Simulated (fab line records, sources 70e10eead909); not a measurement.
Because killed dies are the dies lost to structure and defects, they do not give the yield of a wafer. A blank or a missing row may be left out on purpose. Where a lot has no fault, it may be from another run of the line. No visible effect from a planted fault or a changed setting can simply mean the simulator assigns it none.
8D (eight disciplines) problem report, filled in by code || flow nand_harc || the parts of the form that need people (team, actions taken, sign-off) are left out

1. THE ISSUE
Wafers without a fault read 21, standard deviation 10; raw_defect_count at NHARC_A_SLIT_INSPECT_11 reads a mean of 665 on 6 wafers belonging to 2 lots. Measured from the usual mean, that is +64 standard deviations.
First seen on wafer L923.1, day 15 06:47, on defect_inspect-02. At this step, 36 wafers from 12 lots have a number in the record. Rule for "out", or "out of limits": more than 4 standard deviations from the usual mean. All remaining wafers that have a number are taken as sound.

2. WHAT IT IS, AND WHAT IT ISN'T
{"question": "which readings at this step", "is": "raw_defect_count", "is not": "-"}
{"question": "which lots", "is": "L922, L923", "is not": "L918, L919, L921, L925, L933, L935, L936, L939, L940, L941"}
{"question": "which wafers of those lots", "is": "all that have a number", "is not": "-"}
{"question": "read on which gauges", "is": "defect_inspect-02", "is not": "defect_inspect-01"}
{"question": "when", "is": "from day 15 06:47", "is not": "up to then (9 sound wafers); but 21 sound wafers of L925, L933, L935, L936, L939, L940, L941 came after"}

3. WHAT RULES OUT EACH SUSPECT
Counting: a tool at a process step up to the reading stays a suspect if it ran every lot that is out and no sound lot after the first of them.
- the gauge at NHARC_A_SLIT_INSPECT_11: kept. All the wafers that are out were read on defect_inspect-02, and no step on other tools shows them out.
- acl_dep-03 at NHARC_A_SLIT_DEP_00 (deposits aC, target thk 3200 nm): ruled out as a lasting fault. After its first lot that is out, L923 (day 15 04:01), sound lots L940 ran on it.
After counting, what remains is defect_inspect-02 at NHARC_A_SLIT_INSPECT_11.

4. THE CAUSE (what the simulator had put in)
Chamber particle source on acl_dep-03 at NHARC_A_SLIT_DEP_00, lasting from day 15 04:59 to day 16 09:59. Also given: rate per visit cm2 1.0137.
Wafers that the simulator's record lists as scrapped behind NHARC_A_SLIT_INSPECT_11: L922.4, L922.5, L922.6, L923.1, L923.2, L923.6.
Counting ruled it out, wrongly: the rule takes a fault to strike every lot that its tool runs from its start on, and this one did not.

5. THE EFFECT CHAIN, in route order
Each row: a reading whose mean over the struck wafers that have a number lies more than 3 standard deviations from the usual. Only readings for which the record gives a usual standard deviation are gone through. hours: the time from each lot's start at the first step in this table that gives one to its start at this step, as a median over the lots. sigmas: the change in usual standard deviations.
{"hours": 0, "step": "NHARC_A_SLIT_INSPECT_11", "reading": "raw_defect_count", "usual": 21, "on struck wafers": 665, "change": "+644", "sigmas": "+64"}

6. HOW IT WOULD HAVE BEEN CAUGHT EARLIER
Counted from the fault's start at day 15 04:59, it took 2 hours until the first out-of-limits reading at a measuring or inspecting step in this record, taken at day 15 06:47.
Tool readings at NHARC_A_SLIT_DEP_00 with a usual standard deviation given in the record: none out on any struck wafer, hence no alarm at a limit of 4 standard deviations on them.
